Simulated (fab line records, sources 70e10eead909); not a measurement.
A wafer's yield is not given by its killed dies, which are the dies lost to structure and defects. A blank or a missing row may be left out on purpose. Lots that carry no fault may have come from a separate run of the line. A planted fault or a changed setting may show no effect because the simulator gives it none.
fab line records    flow nand-harc
record: lots: 13  wafers: 39  last-day: 24
route steps=1159 shown A_ONON_D1@427 A_CHANNEL_HOLE_D1@450 END@1159
lots with no fault: from the same line, run without faults
start-h: start of the lot's first displayed wafer, in hours after the record's first day    wait-h: hours from the lot's prior step to this one    " same as the row above    L1.1+2: a row that stands for several wafers    - either no value or no given start    * or withheld: withheld    < > ~ a bound
route shown NAME@n: names a module that has steps shown in the file, with the first one's number in the route    usual: the fault-free wafers' mean and standard deviation    same: alike in all rows    chamber/n: place in a boat    sites: readings site by site    _std_site: their standard deviation    _edge_site: mean of outer sites minus mean of inner sites    radius-mm: how far each site lies from the wafer's centre    mask NAME#n: copy n    behind: the tool/chamber that last shaped the wafer    hold: the reason the lot was held/the length of the hold in hours/how it ended    device: the n, p or np transistor that did not switch    end of line: tests of these same wafers at the route's end    a step without rows: its recipe alone    killed: not the wafer's yield, but the dies lost to structure and defects at the first sort    map: shows each die of a wafer: x if killed, . if not, _ if none is there
set.NAME: the run value of the setting; set.NAME@STEP: its run value at that earlier step    model.NAME: the simulator's own value behind a step, which no gauge read
steps of the route over a sample of lots; a table a step, a row a wafer
services: when a tool's chamber went out of use (start-h, in hours from the record's first day, below 0 if earlier), for how many hours, and the reason
== steps ==
step: NHARC_A_ONON_D1_THK_MEAS_05
recipe: thk-meas-gauge: ellipsometry
usual: thk-nm: 1000/7.7
lot.wafer  tool           chamber  start-h  wait-h  thk-nm
L719.1     film-metro-02  -        155.28   -       981
L719.3     "              -        "        "       982
L719.6     "              -        "        "       982
L718.1     film-metro-01  -        155.50   -       1010
L718.4     "              -        "        "       1010
L718.5     "              -        "        "       1010
L721.2     film-metro-02  -        175.16   -       996
L721.4     "              -        "        "       996
L721.5     "              -        "        "       995
L722.1     film-metro-01  -        175.16   -       1002
L722.3     "              -        "        "       1004
L722.4     "              -        "        "       1002
L724.2     film-metro-01  -        185.60   -       1002
L724.5     "              -        "        "       1000
L724.6     "              -        "        "       999
L723.2     film-metro-01  -        185.74   -       1002
L723.3     "              -        "        "       1000
L723.6     "              -        "        "       1002
L725.1     film-metro-02  -        202.14   -       1003
L725.4     "              -        "        "       1003
L725.6     "              -        "        "       1003
L726.2     film-metro-01  -        209.00   -       999
L726.3     "              -        "        "       999
L726.5     "              -        "        "       999
L727.1     film-metro-02  -        214.13   -       996
L727.2     "              -        "        "       996
L727.3     "              -        "        "       997
L728.1     film-metro-01  -        220.33   -       1007
L728.2     "              -        "        "       1007
L728.6     "              -        "        "       1007
L730.1     film-metro-01  -        242.84   -       996
L730.4     "              -        "        "       997
L730.6     "              -        "        "       996
L738.1     film-metro-01  -        280.01   -       1003
L738.3     "              -        "        "       1004
L738.5     "              -        "        "       1004
L739.1     film-metro-01  -        289.42   -       1005
L739.2     "              -        "        "       1003
L739.3     "              -        "        "       1002
step: NHARC_A_ONON_D1_DEP_19
recipe: target-thk-a: 10000  n2-flow-sccm: 2750  n2o-flow-sccm: 2000  nh3-flow-sccm: 500  sih4-flow-sccm: 210  temp-c: 400
lot.wafer   tool           chamber  start-h  wait-h
L719.1+3+6  pecvd-onon-02  0        164.14   0.2
L718.1+4+5  pecvd-onon-01  0        164.36   0.1
L722.1+3+4  pecvd-onon-03  0        184.06   0.1
L721.2+4+5  pecvd-onon-01  0        184.11   0.1
L724.2+5+6  pecvd-onon-02  0        198.08   0.1
L723.2+3+6  pecvd-onon-03  0        198.09   0.1
L725.1+4+6  pecvd-onon-03  0        211.07   0.1
L726.2+3+5  pecvd-onon-01  0        217.92   0.1
L727.1+2+3  pecvd-onon-01  0        225.07   0.1
L728.1+2+6  pecvd-onon-02  0        229.17   0.1
L730.1+4+6  pecvd-onon-01  0        253.71   0.1
L738.1+3+5  pecvd-onon-03  0        289.80   0.1
L739.1+2+3  pecvd-onon-03  0        299.41   0.1
step: NHARC_A_ONON_D1_THK_MEAS_21
recipe: thk-meas-gauge: ellipsometry
usual: thk-nm: 995/10
lot.wafer  tool           chamber  start-h  wait-h  thk-nm
L719.1     film-metro-02  -        164.65   -       987
L719.3     "              -        "        "       986
L719.6     "              -        "        "       985
L718.1     film-metro-01  -        164.87   -       997
L718.4     "              -        "        "       998
L718.5     "              -        "        "       998
L722.1     film-metro-02  -        184.57   -       982
L722.3     "              -        "        "       983
L722.4     "              -        "        "       980
L721.2     film-metro-01  -        184.57   -       986
L721.4     "              -        "        "       985
L721.5     "              -        "        "       986
L724.2     film-metro-01  -        198.53   -       993
L724.5     "              -        "        "       993
L724.6     "              -        "        "       990
L723.2     film-metro-01  -        198.55   -       990
L723.3     "              -        "        "       990
L723.6     "              -        "        "       991
L725.1     film-metro-01  -        211.57   -       980
L725.4     "              -        "        "       979
L725.6     "              -        "        "       979
L726.2     film-metro-02  -        218.38   -       993
L726.3     "              -        "        "       993
L726.5     "              -        "        "       993
L727.1     film-metro-01  -        225.58   -       1004
L727.2     "              -        "        "       1008
L727.3     "              -        "        "       1005
L728.1     film-metro-01  -        229.69   -       1012
L728.2     "              -        "        "       1011
L728.6     "              -        "        "       1012
L730.1     film-metro-02  -        254.22   -       983
L730.4     "              -        "        "       626
L730.6     "              -        "        "       982
L738.1     film-metro-02  -        290.31   -       983
L738.3     "              -        "        "       985
L738.5     "              -        "        "       984
L739.1     film-metro-02  -        299.92   -       1004
L739.2     "              -        "        "       1004
L739.3     "              -        "        "       1004
step: NHARC_A_CHANNEL_HOLE_D1_DEP_00
recipe: target-thk-a: 31000  temp-c: 400  material: aC
usual: throttle-valve-pct: 35.000/0.0099
lot.wafer  tool        chamber  start-h  wait-h  throttle-valve-pct
L718.1     acl-dep-01  0        169.47   2.3     35.013
L718.4     "           0        "        "       34.981
L718.5     "           0        "        "       35.007
L719.1     acl-dep-03  0        169.95   2.8     35.003
L719.3     "           0        "        "       34.994
L719.6     "           0        "        "       35.010
L722.1     acl-dep-02  0        187.13   0.1     35.004
L722.3     "           0        "        "       35.012
L722.4     "           0        "        "       35.025
L721.2     acl-dep-01  0        187.62   0.4     34.997
L721.4     "           0        "        "       34.993
L721.5     "           0        "        "       35.010
L724.2     acl-dep-01  0        201.16   0.4     35.003
L724.5     "           0        "        "       34.988
L724.6     "           0        "        "       34.983
L723.2     acl-dep-02  0        202.62   1.8     34.991
L723.3     "           0        "        "       35.003
L723.6     "           0        "        "       35.011
L725.1     acl-dep-01  0        213.93   0.1     34.995
L725.4     "           0        "        "       35.000
L725.6     "           0        "        "       35.006
L726.2     acl-dep-01  0        221.31   0.5     35.008
L726.3     "           0        "        "       34.989
L726.5     "           0        "        "       34.986
L727.1     acl-dep-01  0        227.93   0.1     34.983
L727.2     "           0        "        "       35.007
L727.3     "           0        "        "       35.012
L728.1     acl-dep-01  0        232.02   0.1     35.010
L728.2     "           0        "        "       35.009
L728.6     "           0        233.59   1.6     34.994
L730.1     acl-dep-02  0        256.55   0.1     35.007
L730.6     "           0        258.12   1.6     34.995
L738.1     acl-dep-02  0        293.02   0.5     35.005
L738.3     "           0        "        "       35.002
L738.5     "           0        "        "       34.988
L739.1     acl-dep-03  0        304.31   2.1     35.012
L739.2     "           0        "        "       35.005
L739.3     "           0        "        "       34.992
step: NHARC_A_CHANNEL_HOLE_D1_DEP_01
recipe: target-thk-a: 1400  target-thk-nm: 140  temp-c: 400  pressure-torr: 3.5  flow-sccm: 200  rf-w: 350  material: SiON
usual: heater-power-outer-w: 462/50  heater-power-w: 749/63
lot.wafer  tool      chamber  start-h  wait-h  heater-power-outer-w  heater-power-w
L718.1     pecvd-01  0        171.47   1.7     395                   657
L718.4     "         0        "        "       397                   678
L718.5     "         0        "        "       402                   677
L719.1     pecvd-01  1        171.87   1.6     455                   777
L719.3     "         0        "        "       423                   690
L719.6     "         1        "        "       469                   782
L722.3     pecvd-01  1        189.09   1.0     447                   754
L722.1     "         2        "        "       399                   746
L722.4     "         2        "        "       401                   723
L721.2     pecvd-02  1        189.29   1.3     504                   775
L721.5     "         0        "        "       471                   728
L721.4     "         1        "        "       517                   763
L724.2     pecvd-01  0        202.83   1.4     402                   671
L724.6     "         1        "        "       415                   712
L724.5     "         0        "        "       422                   690
L723.3     pecvd-02  1        204.37   1.1     457                   700
L723.2     "         2        "        "       475                   764
L723.6     "         0        "        "       582                   859
L725.1     pecvd-04  2        215.90   1.7     425                   646
L725.4     "         2        "        "       432                   660
L725.6     "         0        "        "       473                   807
L726.2     pecvd-04  1        222.92   1.3     435                   706
L726.3     "         0        "        "       381                   685
L726.5     "         2        "        "       477                   715
L727.1     pecvd-04  0        229.86   1.6     472                   809
L727.3     "         1        "        "       421                   686
L727.2     "         2        "        "       430                   636
L728.2     pecvd-04  0        233.92   1.3     489                   819
L728.1     "         2        "        "       485                   707
L728.6     "         1        "        "       474                   748
L730.1     pecvd-04  1        258.51   1.7     450                   722
L730.6     "         0        "        "       445                   758
L738.3     pecvd-01  2        294.97   1.0     452                   810
L738.1     "         0        "        "       433                   710
L738.5     "         2        "        "       476                   804
L739.3     pecvd-04  2        306.38   1.1     491                   720
L739.1     "         0        "        "       436                   795
L739.2     "         1        "        "       453                   743
step: NHARC_END_SORT_01
recipe: temp-c: 25
usual: killed-at-array: 26/9  killed-at-other: 0.8/1.2  killed-at-periphery: 3.2/2.3  killed-dies: 30/9.1  killed-open: 3.5/2  killed-short: 1.8/1.4
same: gross-dies: 677
lot.wafer  tool       chamber  start-h  wait-h  killed-at-array  killed-at-other  killed-at-periphery  killed-dies  killed-open  killed-short
L728.1     prober-01  0        491.29   2.5     24               1                2                    27           1            2
L728.6     prober-01  0        495.32   4.0     22               1                2                    25           3            2
L727.1     prober-01  0        501.77   2.5     29               1                3                    33           3            3
L727.2     prober-01  0        502.57   2.8     21               0                2                    23           2            1
L727.3     prober-01  0        503.37   3.1     25               0                3                    28           2            3
L730.1     prober-02  0        514.07   2.5     22               1                4                    27           3            4
L730.4     prober-02  0        516.50   3.4     675              0                2                    677          2            0
L730.6     prober-02  0        518.12   4.0     20               0                3                    23           3            2
killed by level:class
L728.1 A_SLIT:chamber-film-flake=14 A_STAIRCASE:chamber-film-flake=4 A_CONTACT:chamber-film-flake=2 P_M0:geometric-particle:open=1 P_M1:geometric-particle:short=1 A_ONON_D1:geometric-particle:short=1 A_ZERO_WELL:chamber-film-flake=1 A_CHANNEL_HOLE_D1:chamber-film-flake=1
L728.6 A_SLIT:chamber-film-flake=9 A_STAIRCASE:chamber-film-flake=3 P_CONTACT:geometric-particle:open=2 A_CONTACT:chamber-film-flake=2 A_CHANNEL_HOLE_D1:chamber-film-flake=2 A_WL_FILL:chamber-film-flake=2 A_CONTACT:geometric-particle:open=1 A_CONTACT:geometric-particle:short=1
L727.1 A_CHANNEL_HOLE_D1:chamber-film-flake=19 A_CONTACT:chamber-film-flake=3 A_STAIRCASE:chamber-film-flake=2 P_CONTACT:geometric-particle:open=1 A_CHANNEL_FILL_D1:geometric-particle:short=1 A_CHANNEL_FILL_D1:geometric-particle:open=1 A_BLC:geometric-particle:short=1 A_BLC:geometric-particle:open=1
L727.2 A_CHANNEL_HOLE_D1:chamber-film-flake=16 A_CONTACT:chamber-film-flake=3 P_M0:geometric-particle:open=1 A_CHANNEL_FILL_D1:geometric-particle:open=1 A_SGD_CUT:geometric-particle:short=1 P_GATE:chamber-film-flake=1
L727.3 A_CHANNEL_HOLE_D1:chamber-film-flake=19 A_CONTACT:chamber-film-flake=2 P_GATE:geometric-particle:open=1 P_M2:geometric-particle:open=1 A_CHANNEL_HOLE_D1:geometric-particle:short=1 A_CHANNEL_FILL_D1:geometric-particle:short=1 A_CONTACT:geometric-particle:short=1 P_ZERO_WELL:chamber-film-flake=1
L730.1 A_SLIT:chamber-film-flake=9 A_CHANNEL_HOLE_D1:chamber-film-flake=4 A_CONTACT:chamber-film-flake=3 A_WL_FILL:geometric-particle:short=2 P_M1:chamber-film-flake=2 P_M0:geometric-particle:short=1 A_CHANNEL_FILL_D1:geometric-particle:short=1 A_WL_FILL:geometric-particle:open=1
L730.4 A_ONON_D1:area-dep=654 A_SLIT:chamber-film-flake=13 A_CHANNEL_HOLE_D1:chamber-film-flake=3 A_STAIRCASE:chamber-film-flake=2 P_M1:geometric-particle:open=1 A_CHANNEL_HOLE_D1:geometric-particle:open=1 P_ZERO_WELL:chamber-film-flake=1 A_WL_FILL:chamber-film-flake=1
L730.6 A_SLIT:chamber-film-flake=8 A_CHANNEL_HOLE_D1:chamber-film-flake=4 A_CONTACT:chamber-film-flake=4 P_CONTACT:geometric-particle:open=1 P_M2:geometric-particle:short=1 A_ONON_D1:geometric-particle:short=1 A_CHANNEL_FILL_D1:geometric-particle:open=1 A_BLC:geometric-particle:open=1
== services ==
tool           chamber  start-h  hours  kind
pecvd-onon-03  -        153.00   13.0   pm
pecvd-02       -        153.27   13.0   pm
pecvd-01       2        162.74   15.2   repair
acl-dep-02     -        167.57   13.0   pm
pecvd-04       -        179.92   1.1    repair
pecvd-02       -        190.50   2.5    repair
pecvd-onon-01  -        195.00   13.0   pm
pecvd-04       -        195.32   13.0   pm
pecvd-04       0        195.32   13.0   vent-cycle
pecvd-04       1        195.32   13.0   vent-cycle
pecvd-04       2        195.32   13.0   vent-cycle
pecvd-04       0        208.32   -      clean
pecvd-04       1        208.32   -      clean
pecvd-04       2        208.32   -      clean
acl-dep-03     -        224.00   13.0   pm
pecvd-02       -        233.78   0.5    repair
pecvd-01       -        237.35   13.0   pm
pecvd-01       0        237.35   13.0   vent-cycle
pecvd-01       1        237.35   13.0   vent-cycle
pecvd-02       1        247.97   14.3   repair
pecvd-01       1        259.88   12.2   repair
pecvd-02       -        266.68   0.9    repair
pecvd-onon-02  -        292.00   13.0   pm
acl-dep-01     -        292.60   13.0   pm
== key ==
first-sign: step: NHARC_A_ONON_D1_THK_MEAS_21  reading: thk-nm  direction: down  sigmas: 37  usual: 995  struck: 626
effect: step: NHARC_END_SORT_01  reading: killed-at-array  direction: up  sigmas: 72  usual: 26  struck: 675
more-kills-born-at: NHARC_A_ONON_D1_DEP_19@pecvd-onon-01: 654
met-at NHARC_A_ONON_D1_DEP_19
struck-lots L730
struck-wafers L730.4
later-rows-left-out L730.4
tester-left-out L730
not-acting-at NHARC_A_ONON_D1_THK_MEAS_05,NHARC_A_CHANNEL_HOLE_D1_DEP_00,NHARC_A_CHANNEL_HOLE_D1_DEP_01
onset-between 225.07 253.71
fault: kind: process-parameter-drift  tool: pecvd-onon-01  chamber: -  onset-h: 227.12  steps: NHARC_A_ONON_D1_DEP_19  channel: target-thk-a  offset: *  shape: step  end-h: 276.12  scope: struck-wafers-only  acts-in: *  stated: *
tester-left-out: of these lots the tester's yield and bins aren't shown, on N5 and GAA mostly nor the transistor test; their killed dies are dies lost to structure and defects alone, not to doping, threshold or leakage, so they don't give the yield
later-rows-left-out: the simulator's readings of these wafers behind a module that went badly wrong aren't trusted and aren't shown, but for the sort
